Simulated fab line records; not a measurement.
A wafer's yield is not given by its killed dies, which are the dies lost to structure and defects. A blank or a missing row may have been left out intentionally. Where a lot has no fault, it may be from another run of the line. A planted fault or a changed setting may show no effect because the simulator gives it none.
fab line records    flow n5-finfet
record: lots: 5  wafers: 15  last-day: 15
route steps=1938 shown ILD0@335 SDB@347 BEOL_M4@1111 PASSIVATION@1936
lots that met no fault: taken from a fault-free run of the same line
start-h: hours from the record's opening day to when the first of the lot's shown wafers began    wait-h: hours since the lot's step before    " the same as in the row above    L1.1+2: a row that stands for several wafers    - no value, or no start given    * or withheld: withheld    < > ~ a bound
route shown NAME@n: names a module that has steps shown in the file, with the first one's number in the route    usual: mean/standard deviation of fault-free wafers    same: alike in all rows    chamber/n: place in a boat    sites: per-site readings    _std_site: their standard deviation    _edge_site: mean of outer sites minus mean of inner sites    radius-mm: how far each site lies from the wafer's centre    mask NAME#n: copy n    behind: the most recent tool/chamber to have shaped the wafer    hold: the reason the lot was held/the length of the hold in hours/how it ended    device: which transistor (n, p or np) failed to switch    end of line: the tests these same wafers got at the end of their route    where a step has no rows: the recipe by itself    killed: not the wafer's yield, but the dies lost to structure and defects at the first sort    map: shows each die of a wafer: x if killed, . if not, _ if none is there
set.NAME: the setting the step ran with; set.NAME@STEP: the setting that earlier step ran with    model.NAME: the simulator's own value behind a step, which no gauge read
a table for each step, a row for each wafer; lots at some steps of the route
services: from which hour (start-h, from the record's first day; less than 0 if before it) a tool's chamber was out of use, for how many hours, and why
== steps ==
step: N5_ILD0_LINER_00
recipe: material: SiNx  target-thk-a: 40  temp-c: 400  ald-precursor-family: SiH2I2  ald-co-reactant: N2/H2-plasma  pulse-time-s: 1  purge-time-s: 2  co-reactant-purge-time-s: 2  ald-cycles: 80  pressure-torr: 2
step: N5_ILD0_FCVD_FILL_01
recipe: material: SiO2_flowable  target-thk-a: 2000  temp-c: 100  pressure-torr: 0.8  rf-w: 2000  time-s: 328.3
step: N5_ILD0_CURE_02
recipe: temp-c: 450  time-s: 1800  ambient: steam  idle-temp-c: 400  ramp-up-c-per-min: 5  ramp-down-c-per-min: 3  densification-p-h2o-torr: 640
step: N5_ILD0_CMP_03
recipe: stop-on: SiNx  t-overpolish-s: 1.9  post-cmp-clean: alkaline-brush  down-force-psi: 4.1491  platen-rpm: 51.796  pad-velocity-m-s: 1.0306  target-thk-nm: 197.38
step: N5_ILD0_CMP_07
recipe: stop-on: poly-Si  material: SiO2_flowable  t-overpolish-s: 1.18  post-cmp-clean: alkaline-brush  down-force-psi: 4.1491  platen-rpm: 51.796  pad-velocity-m-s: 1.0306  target-thk-nm: 138.88
step: N5_ILD0_PRECLEAN_10
recipe: chemistry: NF3:NH3  afs-cycles: 5  time-s: 20  temp-c: 30  sublimation-temp-c: 180  sublimation-time-s: 60  pressure-torr: 3  rf-power-w: 30
step: N5_ILD0_ALD_15
recipe: material: SiNx  target-thk-a: 240  temp-c: 400  ald-precursor-family: SiH2I2  ald-co-reactant: N2/H2-plasma  pulse-time-s: 1  ald-cycles: 480  purge-time-s: 2  co-reactant-purge-time-s: 2  pressure-torr: 2
step: N5_ILD0_CMP_12
recipe: stop-on: poly-Si  material: SiNx  t-overpolish-s: 6  post-cmp-clean: alkaline-brush  down-force-psi: 2.5  platen-rpm: 51.8  pad-velocity-m-s: 1.0307  target-thk-nm: 17.67
usual: motor-current-A: 9.2/1  overpolish-run-s: 6.000/0.0092  platen-rpm: 51.80/0.034  time-to-endpoint-s: 28/3.1
lot.wafer  tool    chamber  start-h  wait-h  motor-current-A  overpolish-run-s  platen-rpm  time-to-endpoint-s
L616.3     cmp-03  1        80.25    1.2     8.8              5.999             51.78       28
L616.2     "       3        "        "       8.9              6.011             51.81       28
L616.5     "       0        "        "       10.9             5.993             51.75       26
L619.3     cmp-03  1        94.53    1.1     8.7              5.989             51.84       27
L619.2     "       0        "        "       11.0             5.999             51.84       26
L619.5     "       2        "        "       9.3              5.992             51.76       25
L620.2     cmp-03  2        104.92   1.1     10.0             5.994             51.77       28
L620.1     "       3        "        "       8.6              6.004             51.83       30
L620.3     "       0        "        "       11.0             5.995             51.82       29
L622.3     cmp-03  3        112.45   1.2     8.7              5.996             51.85       31
L622.1     "       1        "        "       8.5              5.998             51.81       29
L622.6     "       2        "        "       9.9              5.992             51.73       25
L627.2     cmp-04  0        145.61   1.2     8.7              5.982             51.82       25
L627.4     "       1        "        "       6.7              6.010             51.82       24
L627.6     "       3        "        "       9.3              6.009             51.80       20
step: N5_ILD0_INSPECT_06
recipe: inspect-instrument: darkfield  mode: post-cmp
usual: raw-defect-count: 39/18
lot.wafer  tool               chamber  start-h  wait-h  raw-defect-count
L616.2     defect-inspect-02  -        80.53    0.0     40
L616.3     "                  -        "        "       39
L616.5     "                  -        "        "       56
L619.2     defect-inspect-01  -        94.85    0.0     273
L619.3     "                  -        "        "       263
L619.5     "                  -        "        "       283
L620.1     defect-inspect-02  -        105.24   0.0     287
L620.2     "                  -        "        "       268
L620.3     "                  -        "        "       338
L622.1     defect-inspect-01  -        112.74   0.0     249
L622.3     "                  -        "        "       287
L622.6     "                  -        "        "       285
L627.2     defect-inspect-02  -        145.86   0.0     19
L627.4     "                  -        "        "       30
L627.6     "                  -        "        "       28
step: N5_SDB_HM_DEP_00
recipe: material: SiNx  target-thk-a: 400  temp-c: 400  precursor: SiH4/NH3/N2  pressure-torr: 1.5  rf-w: 300  time-s: 35.3
step: N5_BEOL_M4_RC_MEAS_101
usual: DIBL_N: 36.0/2.5  DIBL_P: 36.2/3  IOFF_N: 0.16/0.044  IOFF_P: 0.21/0.049  ION_N: 671/15  ION_P: 461/8.7  SS_N: 71.5/0.72  SS_P: 73.4/0.9  VT_N: 251/4.4  VT_P: -250/4
lot.wafer  tool       chamber  start-h  wait-h  DIBL_N[mV/V]  DIBL_P[mV/V]  IOFF_N[nA/um]  IOFF_P[nA/um]  ION_N[uA/um]  ION_P[uA/um]  SS_N[mV/dec]  SS_P[mV/dec]  VT_N[mV]  VT_P[mV]
L616.2     prober-01  0        190.01   0.9     40.4          40.7          0.26           0.32           694           474           73.0          75.0          243       -246
L616.3     "          0        "        "       35.1          33.9          0.15           0.18           668           455           71.6          73.3          249       -250
L616.5     "          0        "        "       36.7          36.1          0.18           0.23           676           466           72.2          73.5          249       -245
L619.2     prober-02  0        215.42   0.2     37.3          37.8          0.17           0.23           682           467           71.5          73.6          248       -250
L619.3     "          0        "        "       35.3          35.8          0.13           0.19           675           467           71.4          73.0          250       -253
L619.5     "          0        "        "       38.8          38.8          0.21           0.24           697           474           72.1          74.2          245       -247
L620.1     prober-01  0        219.12   0.0     38.4          39.2          0.18           0.26           695           476           71.3          74.3          248       -250
L620.2     "          0        "        "       38.6          40.1          0.19           0.30           680           467           72.1          74.8          248       -245
L620.3     "          0        "        "       35.0          34.7          0.12           0.19           669           466           70.2          73.2          254       -252
L622.1     prober-01  0        222.53   0.0     38.7          38.9          0.19           0.24           689           472           72.0          75.0          250       -251
L622.3     "          0        "        "       31.1          28.8          0.08           0.11           635           434           70.0          71.6          260       -260
L622.6     "          0        "        "       39.4          39.3          0.20           0.25           676           463           72.0          75.2          248       -250
L627.2     prober-01  0        258.56   0.2     31.9          32.2          0.09           0.15           640           450           70.3          72.3          257       -252
L627.4     "          0        "        "       33.8          33.6          0.12           0.17           651           452           71.5          72.2          254       -249
L627.6     "          0        "        "       33.8          34.5          0.12           0.19           663           460           71.3          73.1          255       -251
step: N5_PASSIVATION_PROBE_49
usual: defect-limited-yield: 91.7/1.4  killed_at_M0_to_M3: 31/11  killed_at_M4_up: 13/4.6  killed-at-contacts: 13/6.7  killed-at-front-end: 39/9.6  killed-at-other: 3.5/2.8  killed-dies: 98/16  killed-on-rim: 13/4.2  killed-open: 64/11  killed-short: 33/8.5  sort_bin_5_function: 4.9/0.96  sort_bin_6_memory: 3.1/0.59  sort_bin_8_speed: 0.2/1.3  sort-n-pass: 1080/23  sort-yield-pct: 91.5/1.9
same: gross-dies: 1180  killed-at-back-side: 0  sort_bin_4_leakage[%]: 0
lot.wafer  tool       chamber  start-h  wait-h  defect-limited-yield[%]  killed_at_M0_to_M3  killed_at_M4_up  killed-at-contacts  killed-at-front-end  killed-at-other  killed-dies  killed-on-rim  killed-open  killed-short  sort_bin_5_function[%]  sort_bin_6_memory[%]  sort_bin_8_speed[%]  sort-n-pass  sort-yield-pct[%]
L616.2     prober-01  -        294.78   0.1     90.3                     27                  12               22                  54                   0                115          13             72           41            5.9                     3.2                   0                    1065         90.3
L616.3     prober-01  -        294.83   0.1     90.3                     25                  19               23                  45                   2                114          13             75           38            5.7                     3.6                   0                    1066         90.3
L616.5     prober-01  -        294.93   0.2     89.9                     21                  13               36                  44                   5                119          17             70           49            6.4                     3.3                   0                    1061         89.9
L619.2     prober-02  -        326.53   0.8     74.3                     20                  14               10                  255                  4                303          38             61           33            15.8                    8.5                   0                    877          74.3
L619.3     prober-02  -        326.58   0.9     75.4                     27                  9                2                   252                  0                290          30             46           32            15.1                    8.1                   0                    890          75.4
L619.5     prober-02  -        326.68   1.0     75.4                     16                  19               8                   247                  0                290          31             47           20            14.4                    8.4                   0                    890          75.4
L620.1     prober-02  -        326.78   0.3     73.4                     28                  16               10                  260                  0                314          40             58           32            16.8                    8.6                   0                    866          73.4
L620.2     prober-02  -        326.83   0.3     75.9                     25                  11               18                  230                  0                284          41             55           32            14.6                    8.4                   0                    896          75.9
L620.3     prober-02  -        326.88   0.4     73.7                     27                  9                7                   264                  3                310          48             59           34            16.0                    9.0                   0                    870          73.7
L622.1     prober-01  -        337.31   0.0     76.1                     17                  13               6                   237                  9                282          41             63           22            14.2                    8.6                   0                    898          76.1
L622.3     prober-01  -        337.41   0.1     75.5                     16                  15               3                   252                  3                289          40             40           26            14.2                    8.7                   3.5                  850          72.0
L622.6     prober-01  -        337.56   0.3     72.9                     25                  14               6                   267                  8                320          42             57           36            17.3                    9.0                   0                    860          72.9
killed by level:class
L616.2 MOL_CONTACT_COAG:geometric-particle:open=18 GATE_CUT:geometric-particle:short=17 FIN_SAQP:geometric-particle:short=10 GATE_CUT:geometric-particle:open=10 FIN_SAQP:geometric-particle:open=7 BEOL_M0:geometric-particle:open=7 BEOL_M1:geometric-particle:open=7 BEOL_M4:geometric-particle:open=7
L616.3 MOL_CONTACT_COAG:geometric-particle:open=18 GATE_CUT:geometric-particle:short=9 BEOL_M1:geometric-particle:open=9 BEOL_M4:geometric-particle:open=6 FIN_SAQP:geometric-particle:short=5 DUMMY_GATE:geometric-particle:open=5 GATE_CUT:geometric-particle:open=5 STI_FIN_REVEAL:geometric-particle:open=4
L616.5 MOL_CONTACT_COAG:geometric-particle:open=26 FIN_SAQP:geometric-particle:short=11 MOL_CONTACT_COAG:geometric-particle:short=10 FIN_SAQP:geometric-particle:open=9 GATE_CUT:geometric-particle:open=8 BEOL_M1:geometric-particle:open=5 GATE_CUT:geometric-particle:short=4 BEOL_M1:geometric-particle:short=4
L619.2 ILD0:unspecified=209 STI_FIN_REVEAL:geometric-particle:open=16 MOL_CONTACT_COAG:geometric-particle:open=7 BEOL_M1:geometric-particle:open=6 FIN_SAQP:geometric-particle:short=5 FIN_SAQP:geometric-particle:open=4 BEOL_M4:geometric-particle:open=4 STARTING-WAFER:geometric-particle:short=4
L619.3 ILD0:unspecified=211 STI_FIN_REVEAL:geometric-particle:open=16 BEOL_M0_SAQP:geometric-particle:open=6 BEOL_M0:geometric-particle:short=5 FIN_SAQP:geometric-particle:open=4 STI_FIN_REVEAL:geometric-particle:short=4 BEOL_M0_SAQP:geometric-particle:short=4 STARTING-WAFER:geometric-particle:open=4
L619.5 ILD0:unspecified=222 BEOL_M4:geometric-particle:open=10 MOL_CONTACT_COAG:geometric-particle:open=6 STI_FIN_REVEAL:geometric-particle:open=5 FIN_SAQP:geometric-particle:short=4 BEOL_M0:geometric-particle:open=4 BEOL_M5:geometric-particle:open=4 STARTING-WAFER:geometric-particle:open=4
L620.1 ILD0:unspecified=223 BEOL_M3:geometric-particle:open=9 FIN_SAQP:geometric-particle:open=8 MOL_CONTACT_COAG:geometric-particle:open=8 FIN_SAQP:geometric-particle:short=7 BEOL_M1:geometric-particle:open=5 BEOL_M4:geometric-particle:open=5 BEOL_M5:geometric-particle:open=3
L620.2 ILD0:unspecified=196 FIN_SAQP:geometric-particle:short=15 MOL_CONTACT_COAG:geometric-particle:open=15 BEOL_M3:geometric-particle:open=10 BEOL_M2:geometric-particle:open=6 BEOL_M5:geometric-particle:open=5 FIN_SAQP:geometric-particle:open=4 BEOL_M0_SAQP:geometric-particle:short=4
L620.3 ILD0:unspecified=217 FIN_SAQP:geometric-particle:short=12 STI_FIN_REVEAL:geometric-particle:open=11 BEOL_M2:geometric-particle:open=7 BEOL_M3:geometric-particle:open=7 FIN_SAQP:geometric-particle:open=6 MOL_CONTACT_COAG:geometric-particle:open=6 ILD0:geometric-particle:short=3
L622.1 ILD0:unspecified=195 STI_FIN_REVEAL:geometric-particle:open=13 BEOL_M4:geometric-particle:open=9 FIN_SAQP:geometric-particle:open=6 MOL_CONTACT_COAG:geometric-particle:open=5 MIM_TOP:geometric-particle:open=5 FIN_SAQP:geometric-particle:short=4 BEOL_M0_SAQP:geometric-particle:open=4
L622.3 ILD0:unspecified=222 GATE_CUT:geometric-particle:short=10 BEOL_M4:geometric-particle:open=7 GATE_CUT:geometric-particle:open=4 STARTING-WAFER:geometric-particle:open=4 STI_FIN_REVEAL:geometric-particle:open=3 BEOL_M0_SAQP:geometric-particle:short=3 BEOL_M2:geometric-particle:open=3
L622.6 ILD0:unspecified=223 GATE_CUT:geometric-particle:short=12 BEOL_M2:geometric-particle:open=7 GATE_CUT:geometric-particle:open=6 BEOL_M3:geometric-particle:open=6 BEOL_M4:geometric-particle:open=6 FIN_SAQP:geometric-particle:short=5 MOL_CONTACT_COAG:geometric-particle:open=5
map L619.2 (x killed, . not)
_________________.....x...xx.________________
______________x.xx.xx...xx.x.x.._____________
___________......x..xx.....x......x__________
__________..x......x..xx..x....x.x.x_________
________.........xx..x.......x........_______
_______.xxx..x...x.x......x.xxxxx....xx______
______x.......x..xx.xx...........x......_____
_____...x...x.xx...xxx..xx.x..xxx........____
____..x.....x.......x.x..xx....x.....x....___
___xx....x.x.................x...x........x__
___......xxxxx..........x..x.....x.x.x.x...__
__........x.......xx...x..xx.....xxx........_
__.....x.............xxxx..........xx..x...._
_...x.x.x.x.......x....x.....xx....xx....x...
_.x.x..x......x....x...x..x.....x....x.......
_....x...........x.....xxx..x....xxx.xx..x...
_.......xx..x.x.x...x....x..................x
_xx.....x....x.x.......xxx...................
_xx...........x.x.x..x....x..x........x....x.
_x.......x......x.xx....x.x...xx.......x...x.
_x.x..xx......x.....x..xx.......x.x.x..xx....
__..x......xx.x...xx.xx..x.xxxx..xx..x....x._
__..x...x..xxxx......x.xxx.....x.x.....x..x._
___...........x...x.....x...x.x.....xxx....__
___....x..........x.x......x..xx.x.........__
____............x..xx...x..xx.x....x......___
_____.......xx.x......xx........xxx......____
______..x.x..........xx...x......x...xxx_____
_______....xx.xx...x.....xx.......xxx.x______
________.xx.......xxx..x....x...x....x_______
__________.......x.x..x..x...x.xxx.._________
___________....x..x.x.x........x.xx__________
______________.x......x...x.x..x_____________
_________________..x...xx.x..________________
map L620.1 (x killed, . not)
_________________...x........________________
______________....x...x.x...xx.._____________
___________.xx...x.....x.x.........__________
__________...x......x.x.......x.x..._________
________..x..x.xx.....x..xx.x..x..x..._______
_______...xx.x.x.xx..xx..x...........x.______
______...x......x.....xx.x..x...x..x...x_____
_____..x......x.x.....x....x....x.xxxx..x____
____x.x......x..x..x..x........x..x.......___
___...xx.x....x...xx................x.xx...__
___.x...........xx...x..x.xx..x.....xx.....__
__x.xx....x..xxx..x.xx.x...x.x..xxx.x..x...._
__...x....xx......x.x.x..x.........xx.x...x._
_.x.x......xxx......x....x..x.......x.xx.....
_x...x.......x...........xx.....x..x.........
_..xx.xxx......x.x.x...xx..xx.x.....x....x.x.
_xx..x.x..xx.xxx......x...............x..x...
_x....x.x.x..................x.xxx.......xx..
_x.x.xx......xx..x.x....x.x....x.x..x...xx...
_..x..xx.....x..x...xx.....x..x..x..xx.......
_x...x.....x..................x...x..xx..xxx.
__.xx..x...x...x.......x..x..x........x..x.._
__x.xx.xxxx..x......x.x.x.....xxx.....xx.xx._
___......x........x......x..x.x.....x.x..xx__
___x..x.......x......x..xxx..x..x........x.__
____.........x.xxx............x.xxx.x...xx___
_____x.....x.................x...xx....x.____
______x..xxx..x.x.x..x..xx......xx.x...._____
_______.x..x...............x.x.........______
________x...xx....x.x..xx.xx......x.xx_______
__________......x.....x..xx.x.....x._________
___________..........x.x.......xx..__________
______________....x..........x.x_____________
_________________...x.x.....x________________
== services ==
tool    chamber  start-h  hours  kind
cmp-03  -        131.93   4.0    pm
cmp-03  -        135.93   -      consumable-replace:conditioner
cmp-03  -        135.93   -      consumable-replace:pad
== key ==
first-sign: step: N5_ILD0_INSPECT_06  reading: raw-defect-count  direction: up  sigmas: 13  usual: 39  struck: 281
effect: step: N5_PASSIVATION_PROBE_49  reading: killed-at-front-end  direction: up  sigmas: 22  usual: 39  struck: 252
more-kills-born-at: N5_ILD0_CMP_12@cmp-03: 1917
met-at N5_ILD0_CMP_12
struck-wafers L619.2,L619.3,L619.5,L620.1,L620.2,L620.3,L622.1,L622.3,L622.6
onset-between 80.25 94.53
fault: kind: chamber-particle-source  tool: cmp-03  chamber: -  onset-h: 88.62  steps: N5_ILD0_CMP_12  rate-per-visit-cm2: 0.37797  end-h: 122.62
